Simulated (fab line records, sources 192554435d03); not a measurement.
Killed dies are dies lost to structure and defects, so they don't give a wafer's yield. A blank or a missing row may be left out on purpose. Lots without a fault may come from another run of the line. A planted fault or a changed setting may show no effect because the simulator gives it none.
A struck lot beside a sound one | flow n5_finfet | 18 steps out of a route of 1938
Sound: wafers L663.1, L663.2, L663.5. Struck: wafer L674.6. (L674.4 of the same lot was not struck and is left out.) The cause comes at the end.
At each step with rows: each side's tool, then ch and its chambers, then its first start. Under that, the readings that differ: sound wafers | struck wafers | difference of the means | sigmas: that difference in standard deviations of wafers without a fault.
alike: readings whose means differ by less than 2 such deviations, and words and numbers that are the same on both sides. not compared: withheld readings, readings that some wafer has no value for, bounds like >300 that may hide the same value, and numbers for which the record gives no deviation and whose values overlap.
The two part at a step that has a row with sigmas, a row that says differs or no value, or rows on one side only. Numbers that don't overlap but have no deviation are shown without sigmas and don't part them. A reading that every wafer of one side lacks parts them only if that side has two wafers or more.

first, 7 steps without rows for these wafers: N5_BEOL_M8_COAT_60 (time 60 s, resist thk 35 nm); N5_BEOL_M8_COAT_05 (resist thk 90 nm); N5_BEOL_M8_EBR_07; N5_BEOL_M8_SOFTBAKE_06 (time 60 s); N5_BEOL_M8_EXPOSE_08 (exposes mask M8); N5_BEOL_M8_PEB_09 (peb time 60 s); N5_BEOL_M8_DEVELOP_10 (develop time 30 s).
N5_BEOL_M8_CD_MEAS_11: target cd 38.5 nm.
  sound on cd_sem-01 ch 0, day 9 17:28; struck on cd_sem-01 ch 0, day 12 17:37
  alike: cd_nm
N5_BEOL_M8_OVL_MEAS_12:
  sound on overlay-02 ch 0, day 9 17:30; struck on overlay-01 ch 0, day 12 17:39
  alike: M8_OVL
N5_BEOL_M8_INSPECT_13: inspects for defects (brightfield).
  sound on defect_inspect-01, day 9 17:31; struck on defect_inspect-02, day 12 17:41
  alike: raw_defect_count
N5_BEOL_M8_DESCUM_16: chemistry O2, time 7.9 s.
  sound on rie_diel-05 ch 1,2,3, day 9 18:12; struck on rie_diel-05 ch 3, day 12 17:48
  reading               | sound          | struck | difference | sigmas
  oes_product_au (a.u.) | 0.68 0.67 0.70 | 0.95   | +0.27      | +3
  alike: drypump_motor_current_A, rf_fwd_power_W, rf_vpp_V, showerhead_plenum_p_Torr, throttle_valve_pct
  not compared: rf_hours_counter_h
N5_BEOL_M8_ETCH_61: etches SiARC in CF4, target depth 45.5 nm, time 75.8 s.
  sound on rie_diel-05 ch 1,2,3, day 9 18:14; struck on rie_diel-05 ch 3, day 12 17:50
  reading               | sound          | struck | difference | sigmas
  oes_product_au (a.u.) | 0.57 0.58 0.61 | 0.80   | +0.21      | +2
  alike: bias_w, cf4_flow_sccm, drypump_motor_current_A, etch_rf_on_time_s, rf_fwd_power_W, rf_vpp_V, showerhead_plenum_p_Torr, throttle_valve_pct
  not compared: rf_hours_counter_h
N5_BEOL_M8_ETCH_62: etches SOC in N2/H2, target depth 110 nm, overetch 22 nm, time 165 s.
  sound on rie_diel-05 ch 1,2,3, day 9 18:17; struck on rie_diel-05 ch 3, day 12 17:53
  reading                                    | sound          | struck | difference | sigmas
  oes_product_au (a.u.)                      | 0.58 0.58 0.61 | 0.81   | +0.22      | +3
  model.SiARC_of_BEOL_M8_COAT_60.thk_nm (nm) | 28.6 28.4 28   | 26.2   | -2.1       |
  alike: bias_w, drypump_motor_current_A, rf_fwd_power_W, rf_vpp_V, showerhead_plenum_p_Torr, throttle_valve_pct
  not compared: rf_hours_counter_h
then, 1 step without rows for these wafers: N5_BEOL_M8_STRIP_68 (strips in N2/H2).
N5_BEOL_M8_STRIP_67: strips in CF4.
  sound on rie_diel-05 ch 1,2,3, day 9 18:26; struck on rie_diel-05 ch 3, day 12 18:02
  reading               | sound          | struck | difference | sigmas
  oes_product_au (a.u.) | 0.68 0.69 0.71 | 0.95   | +0.26      | +3
  alike: cf4_flow_sccm, drypump_motor_current_A, rf_vpp_V, showerhead_plenum_p_Torr, throttle_valve_pct
  not compared: rf_hours_counter_h
N5_BEOL_M8_HM_OPEN_17: chemistry Cl2/BCl3, target TiN, target depth 20 nm, overetch 6 nm.
  sound on rie_metal-01 ch 0,1, day 9 18:29; struck on rie_metal-03 ch 1, day 12 18:07
  alike: bias_w, drypump_motor_current_A, mfc_cl2_sccm, oes_ar_750_au, oes_product_au, rf_fwd_power_W, throttle_valve_pct
  not compared: rf_hours_counter_h, model.BEOL_M8.cd_offset_nm
N5_BEOL_M8_STRIP_19: strips in O2.
  sound on rie_diel-05 ch 2,3, day 9 18:36; struck on rie_diel-02 ch 0, day 12 18:13
  alike: drypump_motor_current_A, oes_product_au, rf_vpp_V, showerhead_plenum_p_Torr, throttle_valve_pct
  not compared: rf_hours_counter_h
N5_PASSIVATION_PROBE_49:
  the record has rows for the sound wafers here (prober-02, day 12 13:43) and none for the struck ones

WHERE THEY PART
First at N5_BEOL_M8_DESCUM_16; last, within this record, at N5_PASSIVATION_PROBE_49.

WHY: what the simulator had put in
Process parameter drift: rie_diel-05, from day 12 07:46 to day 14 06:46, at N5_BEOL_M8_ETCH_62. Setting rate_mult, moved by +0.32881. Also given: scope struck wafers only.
